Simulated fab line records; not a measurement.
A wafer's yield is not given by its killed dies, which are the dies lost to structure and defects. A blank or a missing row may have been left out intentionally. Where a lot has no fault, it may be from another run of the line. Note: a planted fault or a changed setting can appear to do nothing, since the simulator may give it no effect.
fab line records	flow n5-finfet
record lots=7	wafers=21
route steps=1938 shown BEOL_M5@1145 BEOL_M6@1239 BEOL_M7@1266
start-h: the number of hours between the record's first day and the start of the first shown wafer of the lot	wait-h: how many hours have passed since the lot's step before this one	" unchanged from the row above	L1.1+2: several wafers, shown together as one row	- either no value or no given start	* or withheld: withheld	< > ~ a bound
route shown NAME@n: a module of which the file shows steps, and the number in the route of the first	usual: mean/standard deviation taken from wafers without a fault	same: alike in all rows	chamber/n: place in a boat	sites: readings site by site	_std_site: their standard deviation	_edge_site: inner sites' mean taken away from outer sites' mean	radius-mm: for every site, how far away it sits from the centre of the wafer	mask NAME#n: copy n	behind: the tool/chamber that last shaped the wafer	hold: why the lot was held/for how many hours/how that ended	device: names the non-switching transistor (n, p or np)	end of line: at the end of the route, the tests of the same wafers	a step without rows: its recipe alone	killed: count of dies lost to structure and defects at first sort (not the wafer's yield)	map: a wafer's dies, marking killed ones x, the rest . and places with no die _
set.NAME: setting as actually run; set.NAME@STEP: the setting as run at that earlier step	model.NAME: the simulator's own value behind a step, which no gauge read
lots whose settings were changed on purpose; a table a step, a row a wafer
## steps
# step N5_BEOL_M5_EXPOSE_25
# recipe mask-id=V4	na=0.33	source-shape=quasar	sigma-inner=0.2	sigma-outer=0.6	polarization=unpolarized	defocus-nm=10	dose-mj=52.75
lot.wafer	tool	chamber	start-h	wait-h	mask	set.dose-mj
L079.2+3+5	euv-scanner-02	0	209.17	-	V4#0	49.31
L078.1+3	euv-scanner-01	0	209.39	-	V4#0	52.75
L078.6	"	0	"	"	V4#0	50.95
L082.2+3	euv-scanner-01	0	215.06	-	V4#0	52.75
L082.4	"	0	"	"	V4#0	51.68
L091.1+2+6	euv-scanner-01	0	265.12	-	V4#0	52.75
L094.1+4	euv-scanner-02	0	299.22	-	V4#0	52.75
L094.5	"	0	"	"	V4#0	54.3
L095.1+6	euv-scanner-02	0	314.83	-	V4#0	52.75
L095.2	"	0	"	"	V4#0	50.46
L097.2+5	euv-scanner-01	0	319.20	-	V4#0	52.75
L097.4	"	0	"	"	V4#0	56.33
# step N5_BEOL_M5_PEB_26
# recipe peb-temp-c=100	peb-time-s=60	resist=CAR-EUV
# step N5_BEOL_M5_DEVELOP_27
# recipe develop-time-s=30	developer=TMAH	resist=CAR-EUV	rinse-liquid=surfactant-rinse	dry=air-spin	dev-temp-c=23
# step N5_BEOL_M5_CD_MEAS_28
# recipe target-cd-nm=30.6	landing-energy-ev=500	detector=se-inlens	target-cd-y-nm=20	polarity=opening
# usual cd-nm=30.70/0.26
lot.wafer	tool	chamber	start-h	wait-h	set.dose-mj@BEOL_M5_EXPOSE_25	cd-nm
L079.2	cd-sem-02	0	209.30	-	49.31	28.85
L079.3	"	0	"	"	49.31	28.82
L079.5	"	0	"	"	49.31	29.16
L078.1	cd-sem-01	0	209.53	-	52.75	30.45
L078.3	"	0	"	"	52.75	30.13
L078.6	"	0	"	"	50.95	29.67
L082.2	cd-sem-01	0	215.20	-	52.75	30.48
L082.3	"	0	"	"	52.75	30.78
L082.4	"	0	"	"	51.68	30.58
L091.1	cd-sem-03	0	265.26	-	52.75	30.45
L091.2	"	0	"	"	52.75	30.58
L091.6	"	0	"	"	52.75	31.13
L094.1	cd-sem-02	0	299.36	-	52.75	30.47
L094.4	"	0	"	"	52.75	30.56
L094.5	"	0	"	"	54.3	31.68
L095.1	cd-sem-02	0	314.97	-	52.75	30.58
L095.2	"	0	"	"	50.46	29.53
L095.6	"	0	"	"	52.75	30.72
L097.2	cd-sem-02	0	319.34	-	52.75	30.89
L097.4	"	0	"	"	56.33	31.96
L097.5	"	0	"	"	52.75	30.80
# step N5_BEOL_M5_DESCUM_33
# recipe chemistry=O2	time-s=7	source-power-w=50	bias-power-w=20	pressure-mtorr=20	rf-frequency-hz=2.712e+07	temp-c=40	resist=CAR-EUV	o2-flow-sccm=225
# step N5_BEOL_M5_ETCH_75
# recipe chemistry=N2/H2	target=underlayer	target-depth-a=65	mask-material=CAR-EUV	time-s=5.2	ion-energy-ev=200	pressure-mtorr=30	source-w=840	bias-w=150	n2-flow-sccm=200	h2-flow-sccm=200	ends=cleared
# step N5_BEOL_M5_ETCH_67
# recipe chemistry=CF4	target=SiARC	target-depth-a=156	mask-material=CAR-EUV	time-s=26	ion-energy-ev=80	pressure-mtorr=40	source-w=545	bias-w=36	Ar_flow_sccm=100	cf4-flow-sccm=100	ends=cleared
lot.wafer	tool	chamber	start-h	wait-h	set.spin-rpm@BEOL_M5_COAT_66	model.etch.depth-nm
L079.2	rie-diel-03	3	209.75	0.0	1591	11.69
L079.3	"	0	"	"	1500	12.01
L079.5	"	0	"	"	1591	11.64
L078.1+6	rie-diel-03	1,2	210.14	0.0	1500	11.98
L078.3	"	3	"	"	1500	11.96
L082.2+3	rie-diel-02	1,0	215.37	0.0	1357	12.57
L082.4	"	3	"	"	1500	11.98
L091.1	rie-diel-02	3	265.59	0.0	1500	12.01
L091.2	"	0	"	"	1500	12.03
L091.6	"	1	"	"	1500	12.04
L094.1	rie-diel-01	3	299.53	0.0	1500	12.03
L094.4	"	2	"	"	1500	11.98
L094.5	"	2	"	"	1500	12.02
L095.1	rie-diel-03	0	315.63	0.0	1446	12.24
L095.2	"	2	"	"	1500	12.02
L095.6	"	0	"	"	1446	12.27
L097.2	rie-diel-02	3	319.51	0.0	1500	12
L097.4	"	2	"	"	1500	12.01
L097.5	"	3	"	"	1634	11.48
# step N5_BEOL_M5_ETCH_68
# recipe chemistry=N2/H2	target=SOC	target-depth-a=800	overetch-a=160	mask-material=SiARC	temp-c=40	time-s=120	ion-energy-ev=200	pressure-mtorr=30	source-w=840	bias-w=150	n2-flow-sccm=200	h2-flow-sccm=200
lot.wafer	tool	chamber	start-h	wait-h	set.spin-rpm@BEOL_M5_COAT_66	model.SiARC_of_BEOL_M5_COAT_66.thk-nm
L079.2+5	rie-diel-03	3,0	209.78	0.0	1591	6.2
L079.3	"	0	"	"	1500	6.6
L078.1	rie-diel-03	1	210.17	0.0	1500	6.6
L078.3+6	"	3,2	"	"	1500	6.4
L082.2+3	rie-diel-02	1,0	215.40	0.0	1357	7
L082.4	"	3	"	"	1500	6.4
L091.1+2+6	rie-diel-02	3,0,1	265.62	0.0	1500	6.4
L094.1	rie-diel-01	3	299.56	0.0	1500	6.2
L094.4+5	"	2	"	"	1500	6.4
L095.1+6	rie-diel-03	0	315.66	0.0	1446	6.8
L095.2	"	2	"	"	1500	6.4
L097.2+4	rie-diel-02	3,2	319.54	0.0	1500	6.4
L097.5	"	3	"	"	1634	6
# step N5_BEOL_M5_STRIP_69
# recipe chemistry=N2/H2	temp-c=40	n2-flow-sccm=200	h2-flow-sccm=200	rf-frequency-hz=6e+07
# step N5_BEOL_M5_STRIP_76
# recipe chemistry=N2/H2	temp-c=40	n2-flow-sccm=200	h2-flow-sccm=200	rf-frequency-hz=6e+07
# step N5_BEOL_M5_STRIP_85
# recipe chemistry=C4F6/O2	resist=SiARC	rf-frequency-hz=6e+07
# step N5_BEOL_M5_STRIP_36
# recipe chemistry=N2/H2	power-w=450	temp-c=40	pressure-mtorr=20	rf-frequency-hz=6e+07	overash-fraction=0.3	bias-power-w=7	h2-frac=0.5	n2-flow-sccm=200	h2-flow-sccm=200
# step N5_BEOL_M5_TRENCH_ETCH_37
# recipe chemistry=C4F6/O2	target-depth-a=716.52	target=SiCOH_lowk	time-s=24.7	ion-energy-ev=250	pressure-mtorr=30	source-w=345	bias-w=185	Ar_flow_sccm=300	C4F6_flow_sccm=10	O2_flow_sccm=10
lot.wafer	tool	chamber	start-h	wait-h	set.target-thk-a@BEOL_M5_HM_DEP_02	model.TiN_of_BEOL_M5_HM_DEP_02.thk-nm
L079.2	rie-diel-03	3	-	-	200	18.2
L079.3+5	"	0	"	"	200	17.8
L078.1	rie-diel-03	1	-	-	200	17.8
L078.3	"	3	"	"	200	17.6
L078.6	"	2	"	"	200	17.4
L082.2	rie-diel-02	1	-	-	200	17.8
L082.3+4	"	0,3	"	"	175.7	15.4
L091.1	rie-diel-02	3	-	-	200	18
L091.2	"	0	"	"	200	18.2
L091.6	"	1	"	"	200	17.8
L094.1	rie-diel-01	3	-	-	185.1	16.4
L094.4	"	2	"	"	185.1	16.6
L094.5	"	2	"	"	200	18
L095.1	rie-diel-03	0	-	-	200	17.6
L095.2	"	2	"	"	211.5	19
L095.6	"	0	"	"	211.5	18.8
L097.2	rie-diel-02	3	-	-	212.8	19.2
L097.4	"	2	"	"	212.8	18.8
L097.5	"	3	"	"	200	18.4
# step N5_BEOL_M5_ETCH_41
# recipe chemistry=CH3F/O2	target=SiCN	target-depth-a=315	taper-deg=2	time-s=56.7	ion-energy-ev=120	mask-material=TiN	pressure-mtorr=30	source-w=395	bias-w=75	Ar_flow_sccm=150	CH3F_flow_sccm=30	O2_flow_sccm=20
lot.wafer	tool	chamber	start-h	wait-h	set.dose-mj@BEOL_M5_EXPOSE_08	model.BEOL_M5.cd-nm
L079.2	rie-diel-03	3	-	-	35.75	27.6
L079.3	"	0	"	"	38.33	29
L079.5	"	0	"	"	35.75	27
L078.1	rie-diel-03	1	-	-	33.65	26.2
L078.3	"	3	"	"	35.75	28.4
L078.6	"	2	"	"	33.65	26.4
L082.2	rie-diel-02	1	-	-	35.75	28
L082.3	"	0	"	"	35.75	28.2
L082.4	"	3	"	"	35.75	27.6
L091.1	rie-diel-02	3	-	-	35.75	28.4
L091.2+6	"	0,1	"	"	35.75	28.2
L094.1	rie-diel-01	3	-	-	34.14	26.4
L094.4	"	2	"	"	35.75	28.4
L094.5	"	2	"	"	35.75	27.6
L095.1	rie-diel-03	0	-	-	37.7	29.2
L095.2	"	2	"	"	35.75	27.6
L095.6	"	0	"	"	35.75	28
L097.2+5	rie-diel-02	3	-	-	37.98	29.4
L097.4	"	2	"	"	35.75	27.8
# step N5_BEOL_M5_STRIP_91
# recipe chemistry=N2/H2	time-s=10	power-w=450	temp-c=40	pressure-mtorr=20	rf-frequency-hz=6e+07	bias-power-w=7	n2-flow-sccm=200	h2-flow-sccm=200
# step N5_BEOL_M5_PRECLEAN_42
# recipe chemistry=residue-remover	time-s=60	temp-c=40
# step N5_BEOL_M5_SRD_43
# recipe time-s=30	temp-c=23	rinse-liquid=diw	dry=ipa-marangoni
# step N5_BEOL_M5_CD_MEAS_35
# recipe target-cd-nm=28	target-cd-y-nm=24	polarity=opening
# usual cd-nm=27.9/0.32
lot.wafer	tool	chamber	start-h	wait-h	set.dose-mj@BEOL_M5_EXPOSE_08	cd-nm
L079.2	cd-sem-01	-	210.27	0.0	35.75	27.7
L079.3	"	-	"	"	38.33	29.0
L079.5	"	-	"	"	35.75	27.0
L078.1	cd-sem-01	-	210.66	0.0	33.65	26.6
L078.3	"	-	"	"	35.75	28.4
L078.6	"	-	"	"	33.65	26.4
L082.2	cd-sem-02	-	215.89	0.0	35.75	28.0
L082.3	"	-	"	"	35.75	28.2
L082.4	"	-	"	"	35.75	27.8
L091.1	cd-sem-02	-	266.11	0.0	35.75	28.2
L091.2	"	-	"	"	35.75	28.3
L091.6	"	-	"	"	35.75	28.2
L094.1	cd-sem-01	-	300.05	0.0	34.14	26.6
L094.4	"	-	"	"	35.75	28.2
L094.5	"	-	"	"	35.75	27.5
L095.1	cd-sem-03	-	316.15	0.0	37.7	29.2
L095.2	"	-	"	"	35.75	27.8
L095.6	"	-	"	"	35.75	28.2
L097.2	cd-sem-02	-	320.03	0.0	37.98	29.3
L097.4	"	-	"	"	35.75	27.7
L097.5	"	-	"	"	37.98	29.4
# step N5_BEOL_M6_TRENCH_ETCH_37
# recipe chemistry=C4F6/O2	target-depth-a=944.35	target=SiCOH_lowk	time-s=31.5	ion-energy-ev=250	pressure-mtorr=30	source-w=345	bias-w=185	Ar_flow_sccm=300	C4F6_flow_sccm=10	O2_flow_sccm=10
lot.wafer	tool	chamber	start-h	wait-h	set.time-s	model.etch.depth-nm	model.BEOL_M6.feature-depth-nm
L079.2	rie-diel-05	0	-	-	31.5	92.49	92.4
L079.3	"	3	"	"	31.5	97.18	97.2
L079.5	"	0	"	"	36.73	108.1	108
L078.1	rie-diel-04	1	-	-	25.49	76.87	76.8
L078.3	"	0	"	"	31.5	94.34	94.4
L078.6	"	0	"	"	31.5	94.56	94.6
L082.2	rie-diel-04	3	-	-	31.5	93.4	93.4
L082.3	"	0	"	"	27.14	79.3	79.4
L082.4	"	1	"	"	27.14	79.72	79.8
L091.1	rie-diel-04	3	-	-	31.5	94.73	94.8
L091.2	"	1	"	"	31.5	93.92	94
L091.6	"	2	"	"	31.5	91.59	91.6
L094.1	rie-diel-06	3	-	-	29	88.9	89
L094.4	"	0	"	"	31.5	94.8	94.8
L094.5	"	0	"	"	31.5	94.31	94.4
L095.1	rie-diel-05	2	-	-	31.5	94.03	94
L095.2	"	0	"	"	34.04	100.4	100.4
L095.6	"	3	"	"	34.04	105.2	105.2
L097.2	rie-diel-06	3	-	-	34.97	106.4	106.4
L097.4	"	1	"	"	31.5	93.59	93.6
L097.5	"	0	"	"	34.97	105.4	105.4
# step N5_BEOL_M6_ETCH_41
# recipe chemistry=CH3F/O2	target=SiCN	target-depth-a=297	taper-deg=2	time-s=52	ion-energy-ev=120	mask-material=TiN	pressure-mtorr=30	source-w=395	bias-w=75	Ar_flow_sccm=150	CH3F_flow_sccm=30	O2_flow_sccm=20
# step N5_BEOL_M6_STRIP_80
# recipe chemistry=N2/H2	time-s=10	power-w=450	temp-c=40	pressure-mtorr=20	rf-frequency-hz=6e+07	bias-power-w=7	n2-flow-sccm=200	h2-flow-sccm=200
# step N5_BEOL_M6_OCD_MEAS_38
# usual trench-depth-nm=94.6/2
lot.wafer	tool	chamber	start-h	wait-h	set.time-s@BEOL_M6_TRENCH_ETCH_37	trench-depth-nm
L079.2	ocd-01	-	221.74	-	31.5	92.8
L079.3	"	-	"	"	31.5	97.6
L079.5	"	-	"	"	36.73	108.4
L078.1	ocd-01	-	222.54	-	25.49	76.8
L078.3	"	-	"	"	31.5	94.0
L078.6	"	-	"	"	31.5	94.7
L082.2	ocd-01	-	227.94	-	31.5	94.1
L082.3	"	-	"	"	27.14	79.3
L082.4	"	-	"	"	27.14	79.9
L091.1	ocd-02	-	276.74	-	31.5	95.2
L091.2	"	-	"	"	31.5	93.4
L091.6	"	-	"	"	31.5	91.3
L094.1	ocd-02	-	311.73	-	29	89.4
L094.4	"	-	"	"	31.5	94.9
L094.5	"	-	"	"	31.5	94.9
L095.1	ocd-02	-	327.22	-	31.5	94.3
L095.2	"	-	"	"	34.04	100.7
L095.6	"	-	"	"	34.04	105.5
L097.2	ocd-01	-	330.29	-	34.97	106.3
L097.4	"	-	"	"	31.5	93.6
L097.5	"	-	"	"	34.97	105.6
# step N5_BEOL_M6_ALD_77
# recipe material=TaN	target-thk-a=20	temp-c=275	ald-precursor-family=PDMAT	ald-co-reactant=NH3	pressure-torr=3	carrier-flow-sccm=1500	pulse-time-s=2	purge-time-s=3	co-reactant-purge-time-s=2	co-reactant-pulse-time-s=3	ald-cycles=40	precursor-vessel-temp-c=75	precursor-vessel-pressure-torr=26.25	precursor-vessel-carrier-sccm=1000
lot.wafer	tool	chamber	start-h	wait-h	set.ald-cycles
L079.2	ald-metal-02	1	222.67	0.1	40
L079.3+5	"	2,1	"	"	35
L078.1+3	ald-metal-01	2,1	223.87	0.0	40
L078.6	"	2	"	"	38
L082.2+4	ald-metal-01	2,0	228.66	0.0	40
L082.3	"	1	"	"	42
L091.1+2+6	ald-metal-02	0,1,3	278.07	0.0	40
L094.1+4	ald-metal-01	0,2	312.76	0.2	37
L094.5	"	1	"	"	40
L095.1	ald-metal-02	3	328.09	0.0	40
L095.2+6	"	0,3	"	"	34
L097.2	ald-metal-01	3	331.07	0.1	40
L097.4+5	"	1,0	"	"	46
# step N5_BEOL_M6_SURFACE_TREAT_79
# recipe gas=Ar	time-s=*	ion-energy-ev=*	ion-current-ma-cm2=0.5	pressure-mtorr=*	ar-flow-sccm=30
# step N5_BEOL_M6_CVD_78
# recipe material=Co	target-thk-a=20	temp-c=withheld	precursor=CCTBA/H2	pressure-torr=30	time-s=142.3
# step N5_BEOL_M6_ECD_50
# recipe material=Cu	target-thk-a=3000
# step N5_BEOL_M6_ANNEAL_51
# recipe temp-c=225	time-s=90	ambient=N2
# step N5_BEOL_M6_CMP_52
# recipe stop-on=SiCOH_lowk	t-overpolish-s=6.9	down-force-psi=1	platen-rpm=50	clearing-platen-down-force-psi=1.5	clearing-platen-rpm=50	post-cmp-clean=cu-alkaline	target-thk-nm=80	clearing-platen-pad-velocity-m-s=0.99484	pad-velocity-m-s=0.99484
lot.wafer	tool	chamber	start-h	wait-h	set.time-s@BEOL_M6_TRENCH_ETCH_37	model.Cu_of_BEOL_M6_ECD_50.thk-nm
L079.3	cmp-04	0	224.54	0.3	31.5	82.2
L079.2	"	2	"	"	31.5	79.2
L079.5	"	0	"	"	36.73	94
L078.3	cmp-04	1	225.69	0.3	31.5	79.4
L078.1	"	2	"	"	25.49	62.8
L078.6	"	2	"	"	31.5	81.6
L082.3	cmp-04	1	230.14	0.2	27.14	64.8
L082.4	"	2	"	"	27.14	67.2
L082.2	"	3	"	"	31.5	80
L091.2	cmp-01	3	280.52	0.4	31.5	79
L091.1	"	0	"	"	31.5	80.8
L091.6	"	2	"	"	31.5	78.4
L094.4	cmp-04	3	314.80	0.2	31.5	81.2
L094.1	"	0	"	"	29	73.4
L094.5	"	2	"	"	31.5	80.2
L095.2	cmp-01	3	329.53	0.2	34.04	85.2
L095.1	"	0	"	"	31.5	78.8
L095.6	"	3	"	"	34.04	89.6
L097.2	cmp-01	3	332.31	0.2	34.97	91.2
L097.4	"	0	"	"	31.5	79.6
L097.5	"	0	"	"	34.97	91.4
# step N5_BEOL_M6_THK_MEAS_53
# recipe thk-meas-gauge=xrf	reads=Cu_of_BEOL_M6_ECD_50
# usual M6_THK=81.3/2.4
lot.wafer	tool	chamber	start-h	wait-h	set.time-s@BEOL_M6_TRENCH_ETCH_37	M6_THK[nm]
L079.2	film-metro-02	-	224.80	-	31.5	80.3
L079.3	"	-	"	"	31.5	83.6
L079.5	"	-	"	"	36.73	95.5
L078.1	film-metro-02	-	225.98	-	25.49	62.9
L078.3	"	-	"	"	31.5	79.5
L078.6	"	-	"	"	31.5	81.4
L082.2	film-metro-02	-	230.44	-	31.5	80.7
L082.3	"	-	"	"	27.14	65.2
L082.4	"	-	"	"	27.14	67.6
L091.1	film-metro-01	-	280.78	-	31.5	80.8
L091.2	"	-	"	"	31.5	79.3
L091.6	"	-	"	"	31.5	78.3
L094.1	film-metro-02	-	315.05	-	29	73.7
L094.4	"	-	"	"	31.5	82.2
L094.5	"	-	"	"	31.5	80.7
L095.1	film-metro-01	-	329.79	-	31.5	80.7
L095.2	"	-	"	"	34.04	86.8
L095.6	"	-	"	"	34.04	91.4
L097.2	film-metro-01	-	332.61	-	34.97	93.3
L097.4	"	-	"	"	31.5	81.5
L097.5	"	-	"	"	34.97	93.6
# step N5_BEOL_M6_PRE_CLEAN_55
# recipe gas=NH3	time-s=15	temp-c=withheld	rf-power-w=300
# step N5_BEOL_M6_DEP_56
# recipe material=SiCN	target-thk-a=100	temp-c=withheld	precursor=3MS/NH3	pressure-torr=3	rf-w=202	time-s=17.5
# step N5_BEOL_M6_RS_MEAS_57
# recipe thk-meas-gauge=four-point-probe	reads=Cu_of_BEOL_M6_ECD_50+Co_of_BEOL_M6_CVD_78+TaN_of_BEOL_M6_ALD_77
# usual M6_RS=0.285/0.0093
lot.wafer	tool	chamber	start-h	wait-h	set.time-s@BEOL_M6_TRENCH_ETCH_37	M6_RS[ohm/sq]
L079.2	film-metro-02	-	224.96	0.1	31.5	0.290
L079.3	"	-	"	"	31.5	0.277
L079.5	"	-	"	"	36.73	0.237
L078.1	film-metro-01	-	226.11	0.1	25.49	0.383
L078.3	"	-	"	"	31.5	0.289
L078.6	"	-	"	"	31.5	0.279
L082.2	film-metro-01	-	230.57	0.1	31.5	0.286
L082.3	"	-	"	"	27.14	0.368
L082.4	"	-	"	"	27.14	0.353
L091.1	film-metro-01	-	280.91	0.1	31.5	0.283
L091.2	"	-	"	"	31.5	0.290
L091.6	"	-	"	"	31.5	0.293
L094.1	film-metro-02	-	315.19	0.1	29	0.317
L094.4	"	-	"	"	31.5	0.281
L094.5	"	-	"	"	31.5	0.285
L095.1	film-metro-01	-	329.92	0.1	31.5	0.291
L095.2	"	-	"	"	34.04	0.267
L095.6	"	-	"	"	34.04	0.251
L097.2	film-metro-01	-	332.74	0.1	34.97	0.246
L097.4	"	-	"	"	31.5	0.288
L097.5	"	-	"	"	34.97	0.245
# step N5_BEOL_M7_PECVD_70
# recipe material=SiO2	target-thk-a=200	temp-c=400	precursor=TEOS/O2	pressure-torr=5.5	rf-w=450	teos-flow-sccm=53.8	gas=O2	flow-sccm=3000	time-s=22.7
lot.wafer	tool	chamber	start-h	wait-h	set.time-s	model.SiO2_of_BEOL_M7_PECVD_70.thk-nm
L079.2	pecvd-02	2	225.79	0.0	24.94	21.8
L079.3	"	1	"	"	24.94	21.6
L079.5	"	1	"	"	22.7	20
L078.1	pecvd-04	0	226.79	0.0	22.7	19.8
L078.3+6	"	1,0	"	"	21.05	19
L082.2	pecvd-04	1	231.27	0.0	22.7	19.8
L082.3	"	0	"	"	20.42	18
L082.4	"	1	"	"	20.42	18.4
L091.1	pecvd-03	2	282.09	0.0	22.7	19.8
L091.2	"	1	"	"	22.7	19.6
L091.6	"	1	"	"	22.7	20.2
L094.1	pecvd-02	1	315.86	0.0	24.84	21.4
L094.4	"	0	"	"	22.7	20
L094.5	"	1	"	"	24.84	22
L095.1+2	pecvd-04	2,1	330.76	0.0	22.7	20
L095.6	"	1	"	"	22.7	20.4
L097.2	pecvd-03	0	333.89	0.0	22.7	19.8
L097.4	"	2	"	"	22.7	20.2
L097.5	"	1	"	"	22.7	20
## key
split step=N5_BEOL_M5_EXPOSE_25	setting=dose-mj	stated=52.75	by=wafer
response step=N5_BEOL_M5_CD_MEAS_28	reading=cd-nm	change=+0.202	per=1%	r=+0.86
split step=N5_BEOL_M6_TRENCH_ETCH_37	setting=time-s	stated=31.5	by=wafer
response step=N5_BEOL_M6_TRENCH_ETCH_37	reading=model.etch.depth-nm	change=+0.924	per=1%	r=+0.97
response step=N5_BEOL_M6_TRENCH_ETCH_37	reading=model.BEOL_M6.feature-depth-nm	change=+0.924	per=1%	r=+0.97
response step=N5_BEOL_M6_OCD_MEAS_38	reading=trench-depth-nm	change=+0.93	per=1%	r=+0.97
response step=N5_BEOL_M6_CMP_52	reading=model.Cu_of_BEOL_M6_ECD_50.thk-nm	change=+0.933	per=1%	r=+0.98
response step=N5_BEOL_M6_THK_MEAS_53	reading=M6_THK	change=+0.942	per=1%	r=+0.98
response step=N5_BEOL_M6_RS_MEAS_57	reading=M6_RS	change=-0.00433	per=1%	r=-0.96
split step=N5_BEOL_M6_ALD_77	setting=ald-cycles	stated=40	by=wafer
response none clear
split step=N5_BEOL_M7_PECVD_70	setting=time-s	stated=22.7	by=wafer
response step=N5_BEOL_M7_PECVD_70	reading=model.SiO2_of_BEOL_M7_PECVD_70.thk-nm	change=+0.161	per=1%	r=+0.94
split outside-this-file step=N5_BEOL_M5_HM_DEP_02 setting=target-thk-a
split outside-this-file step=N5_BEOL_M5_EXPOSE_08 setting=dose-mj
split outside-this-file step=N5_BEOL_M5_COAT_66 setting=spin-rpm
# split outside-this-file: this setting was split too, and the file shows its column; the key of that split is in another file
